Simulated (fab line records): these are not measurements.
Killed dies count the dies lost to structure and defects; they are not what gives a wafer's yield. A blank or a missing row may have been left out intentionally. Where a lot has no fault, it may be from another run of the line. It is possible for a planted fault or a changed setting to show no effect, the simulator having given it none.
Struck lot and sound lot, side by side -- flow n5-finfet -- 14 out of 1938 route steps
Sound: wafers L882.2, L882.3, L882.5. Struck: wafers L883.1, L883.5 (left out: L883.6, a lot-mate that was not struck); the cause follows at the end.
At each step with rows: each side's tool, then ch and its chambers, then its first start. Under that, the readings that differ: sound wafers -- struck wafers -- difference of the means -- sigmas: that difference in standard deviations of wafers without a fault.
alike: words and numbers the same on both sides, and readings whose means are apart by under 2 such deviations; not compared: readings that were withheld, readings missing a value for some wafer, numbers with overlapping values and no deviation given by the record, and bounds like >300 which may hide the same value.
A row with sigmas, a row that says differs or no value, or rows on one side alone: a step with any of these is where the two part. Numbers that don't overlap but have no deviation are shown without sigmas and don't part them. A reading missing from all wafers of one side parts the sides only when that side holds two or more wafers.

first, 6 steps without rows for these wafers: N5_BEOL_M7_COAT_22 (resist thk 30 nm); N5_BEOL_M7_EBR_24; N5_BEOL_M7_SOFTBAKE_23 (time 60 s); N5_BEOL_M7_EXPOSE_25 (exposes mask V6, target cd 40 nm); N5_BEOL_M7_PEB_26 (peb time 60 s); N5_BEOL_M7_DEVELOP_27 (develop time 30 s).
N5_BEOL_M7_CD_MEAS_28 targets a cd of 40 nm.
  sound on cd-sem-03 ch 0, day 9 23:52; struck on cd-sem-03 ch 0, day 10 06:20
  alike: cd-nm
N5_BEOL_M7_OVL_MEAS_29:
  sound on overlay-01 ch 0, day 9 23:53; struck on overlay-02 ch 0, day 10 06:22
  alike: V6_OVL
N5_BEOL_M7_INSPECT_30: inspects for defects (brightfield).
  sound: defect-inspect-01 at day 9 23:56; struck: defect-inspect-01 at day 10 06:25
  alike: raw-defect-count
N5_BEOL_M7_DESCUM_33: chemistry O2, time 7 s.
  sound on rie-diel-05 ch 0,3, day 9 23:59; struck on rie-diel-05 ch 1, day 10 06:28
reading,sound,struck,difference,sigmas
drypump-motor-current-A (A),5.0 5.3 5.3,6.2 6.2,+1.0,+3
  alike: bias-power-w, oes-product-au, rf-vpp-V, showerhead-plenum-p-Torr, throttle-valve-pct
  not compared: rf-hours-counter-h
N5_BEOL_M7_ETCH_72: etches underlayer in N2/H2, target depth 6.5 nm, time 5.2 s.
  sound on rie-diel-05 ch 0,3, day 10 00:01; struck on rie-diel-05 ch 1, day 10 06:29
reading,sound,struck,difference,sigmas
drypump-motor-current-A (A),5.0 5.4 5.4,6.2 6.2,+0.9,+3
  alike: bias-w, etch-rf-on-time-s, oes-product-au, rf-vpp-V, showerhead-plenum-p-Torr, throttle-valve-pct
  not compared: rf-hours-counter-h
N5_BEOL_M7_ETCH_65: etches SiARC in CF4, target depth 15.6 nm, time 26 s.
  sound on rie-diel-05 ch 0,3, day 10 00:02; struck on rie-diel-05 ch 1, day 10 06:31
reading,sound,struck,difference,sigmas
drypump-motor-current-A (A),4.9 5.3 5.3,6.2 6.2,+1.0,+3
  alike: bias-w, etch-rf-on-time-s, oes-product-au, rf-vpp-V, showerhead-plenum-p-Torr, throttle-valve-pct
  not compared: rf-hours-counter-h
N5_BEOL_M7_ETCH_66: etches SOC in N2/H2, target depth 80 nm, overetch 16 nm, time 120 s.
  sound on rie-diel-05 ch 0,3, day 10 00:04; struck on rie-diel-05 ch 1, day 10 06:32
reading,sound,struck,difference,sigmas
bias-w (W),150.8 149.7 150.3,203.5 204.4,+53.7,+99 or more
drypump-motor-current-A (A),5.0 5.4 5.3,6.2 6.2,+1.0,+3
rf-vpp-V (V),525.9 520.1 521.9,634.5 635.9,+112.6,+45
model.SiARC_of_BEOL_M7_COAT_64.thk-nm (nm),6.2 6.4 6.4,4 4,-2,
  alike: oes-product-au, showerhead-plenum-p-Torr, throttle-valve-pct
  not compared: rf-hours-counter-h
then, 1 step without rows for these wafers: N5_BEOL_M7_STRIP_69 (strips in N2/H2).

## WHERE THEY PART
At N5_BEOL_M7_DESCUM_33 first; at N5_BEOL_M7_ETCH_66 last (within this record only).

WHY: the cause the simulator had injected
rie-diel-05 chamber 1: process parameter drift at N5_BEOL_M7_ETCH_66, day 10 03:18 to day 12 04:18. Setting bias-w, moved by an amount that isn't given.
